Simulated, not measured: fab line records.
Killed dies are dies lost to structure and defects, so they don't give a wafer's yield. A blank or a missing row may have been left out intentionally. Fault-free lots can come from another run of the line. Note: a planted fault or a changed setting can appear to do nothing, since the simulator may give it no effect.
Chamber matching ; flow n5_finfet ; 4 sister chambers for N5_BEOL_M14_STRIP_37 on rie_diel-01
The step strips in O2. 24 wafers are shown with their chamber, then 12 later ones without.

EACH WAFER AND ITS CHAMBER
wafer;chamber;drypump_motor_current_A (A);showerhead_plenum_p_Torr (Torr);throttle_valve_pct (%)
L077.1;3;5.6;2.11;16.56
L077.4;0;5.8;2.14;16.69
L077.5;2;5.9;2.27;16.88
L078.1;2;5.9;2.27;16.92
L078.3;3;5.5;2.11;16.57
L078.5;2;5.9;2.27;16.91
L079.2;1;5.0;2.15;16.57
L079.3;2;6.0;2.27;16.93
L079.6;0;5.8;2.14;16.69
L083.1;1;5.0;2.15;16.58
L083.2;0;5.8;2.14;16.72
L083.3;2;5.9;2.26;16.93
L084.2;3;5.6;2.10;16.61
L084.4;0;5.8;2.13;16.70
L084.5;2;5.9;2.26;16.96
L088.3;0;5.8;2.13;16.74
L088.4;2;5.9;2.26;16.96
L088.5;0;5.8;2.13;16.73
L089.2;2;5.9;2.26;16.96
L089.3;1;5.0;2.14;16.65
L089.5;0;5.8;2.13;16.72
L086.1;3;5.6;2.10;16.65
L086.3;2;5.9;2.26;16.98
L086.4;0;5.8;2.13;16.73

SIGNATURES (averages over the wafers above)
reading;chamber 0;chamber 1;chamber 2;chamber 3;scatter within a chamber
drypump_motor_current_A;5.800;5.000;5.911;5.575;0.0286
showerhead_plenum_p_Torr;2.1338;2.1467;2.2644;2.1050;0.00537
throttle_valve_pct;16.7150;16.6000;16.9367;16.5975;0.031
Rule: for a wafer and a chamber, the distance is found by dividing, reading by reading, the gap between the wafer's reading and the chamber's mean by the reading's scatter, squaring, summing and taking the root. If the next closest chamber is less than 2 further off than the closest, the wafer can't be placed; otherwise it belongs to the closest. The scatter: take each reading less its chamber's mean, square it, sum over the shown wafers, divide by the number of wafers less the number of chambers, and take the root.

WAFERS WITHOUT THEIR CHAMBER
wafer;drypump_motor_current_A (A);showerhead_plenum_p_Torr (Torr);throttle_valve_pct (%)
L091.2;5.8;2.13;16.75
L091.5;5.6;2.10;16.66
L091.6;5.8;2.13;16.78
L093.3;5.9;2.25;16.99
L093.4;5.8;2.13;16.74
L093.6;5.8;2.13;16.73
L097.1;5.9;2.25;16.99
L097.3;5.6;2.09;16.67
L097.6;5.0;2.14;16.67
L096.2;5.0;2.13;16.66
L096.3;5.8;2.12;16.76
L096.4;5.9;2.25;17.00

WHICH CHAMBER EACH ONE RAN IN
wafer;from the rows above;in truth
L091.2;0;0
L091.5;3;3
L091.6;0;0
L093.3;2;2
L093.4;0;0
L093.6;0;0
L097.1;2;2
L097.3;3;3
L097.6;1;1
L096.2;1;1
L096.3;0;0
L096.4;2;2
12 of 12 placed correctly. Not placeable from these rows: 0. Placed wrongly: 0.
